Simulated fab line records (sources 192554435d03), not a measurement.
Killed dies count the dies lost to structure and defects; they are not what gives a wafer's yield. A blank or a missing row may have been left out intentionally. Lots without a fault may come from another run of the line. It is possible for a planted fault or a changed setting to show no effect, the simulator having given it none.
Which of the tools did it? + flow n5-finfet + Sampling: 10 lots, 29 wafers, 4 of 1938 route steps

## WHAT THE GAUGES SHOWED, per wafer
N5_BEOL_M2_INSPECT_13: inspects for defects (brightfield).
| lot  | measured     | on                | raw-defect-count |
|------|--------------|-------------------|------------------|
| L412 | day 6 17:52  | defect-inspect-01 | 405 368 407      |
| L416 | day 7 17:34  | defect-inspect-02 | 418 411 510      |
| L419 | day 8 03:19  | defect-inspect-01 | 530 446 472      |
| L415 | day 8 03:32  | defect-inspect-01 | 489 389          |
| L417 | day 8 03:42  | defect-inspect-02 | 568 398 449      |
| L426 | day 10 05:34 | defect-inspect-01 | 1013 1262 1107   |
| L427 | day 10 19:58 | defect-inspect-01 | 1083 1007 965    |
| L431 | day 11 09:57 | defect-inspect-01 | 357 329 321      |
| L432 | day 11 19:20 | defect-inspect-01 | 335 420 364      |
| L435 | day 12 09:41 | defect-inspect-01 | 417 414 368      |

## EACH LOT AND THE TOOL THAT RAN IT (in order: tool; ch and the chambers of the sampled wafers; start)
| lot  | N5_BEOL_M1_ANNEAL_91         | N5_BEOL_M1_SPUTTER_96        | N5_BEOL_M2_ILD_DEP_00           |
|------|------------------------------|------------------------------|---------------------------------|
| L412 | pvd-sputter-02, day 6 15:22  | pvd-sputter-02, day 6 15:57  | pecvd-01 ch 0,2, day 6 17:06    |
| L416 | pvd-sputter-01, day 7 14:03  | pvd-sputter-01, day 7 14:38  | pecvd-02 ch 0,2, day 7 15:59    |
| L419 | pvd-sputter-02, day 8 00:13  | pvd-sputter-02, day 8 00:48  | pecvd-02 ch 0,1,2, day 8 01:56  |
| L415 | pvd-sputter-03, day 8 00:22  | pvd-sputter-03, day 8 00:56  | pecvd-02 ch 0,2, day 8 02:07    |
| L417 | pvd-sputter-01, day 8 00:38  | pvd-sputter-01, day 8 01:13  | pecvd-02 ch 0,2, day 8 02:20    |
| L426 | pvd-sputter-03, day 10 02:32 | pvd-sputter-03, day 10 03:07 | pecvd-02 ch 0,1,2, day 10 04:14 |
| L427 | pvd-sputter-03, day 10 17:13 | pvd-sputter-03, day 10 17:47 | pecvd-02 ch 1,2, day 10 18:56   |
| L431 | pvd-sputter-01, day 11 06:54 | pvd-sputter-01, day 11 07:29 | pecvd-03 ch 0,1,2, day 11 08:35 |
| L432 | pvd-sputter-03, day 11 16:51 | pvd-sputter-03, day 11 17:26 | pecvd-01 ch 0,1,2, day 11 18:34 |
| L435 | pvd-sputter-01, day 12 06:41 | pvd-sputter-01, day 12 07:16 | pecvd-03 ch 1,2, day 12 08:22   |
- N5_BEOL_M1_ANNEAL_91: time 240 s.
- N5_BEOL_M1_SPUTTER_96: material Cu, target thk 4.5 nm, time 8.29 s.
- N5_BEOL_M2_ILD_DEP_00: deposits SiOC from DEMS/O2, target thk 79 nm, time 15.3 s.

## THE ANSWER, worked out from the rows above alone
Rule: the usual values come from the lots themselves. The widest of any qualifying gaps counts: lots, ordered by their means at a reading, are off when they make up no more than a third of the lots, leave a main group of 4 or more, and stand apart from it by 3 or more times the standard deviation of that group's means. A main group whose means are all the same, to the digits that the tables above print for the reading, isn't used. Also off: a lot with no number at a reading for which 4 or more lots have one. Where the step has rows for the other lots, those lots are counted as sound.
Off: L426, L427, at N5_BEOL_M2_INSPECT_13 (raw-defect-count). Main group: mean 418, sd 48.
A tool fits if, at a process step before that reading, it ran every lot that is off, and no sound lot after the first of them. Gauges at N5_BEOL_M2_INSPECT_13: tried the same way as those tools. One fits: pecvd-02 at N5_BEOL_M2_ILD_DEP_00. A fault onset in the window from L417 (day 8 02:20, its last sound lot) to L426 (day 10 04:14, its first lot off) fits.

## WHAT WAS PUT IN BY THE SIMULATOR
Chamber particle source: pecvd-02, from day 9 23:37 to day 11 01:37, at N5_BEOL_M2_ILD_DEP_00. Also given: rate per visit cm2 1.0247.
Shown lots that were struck: L426, L427. This agrees with what the rule above found.
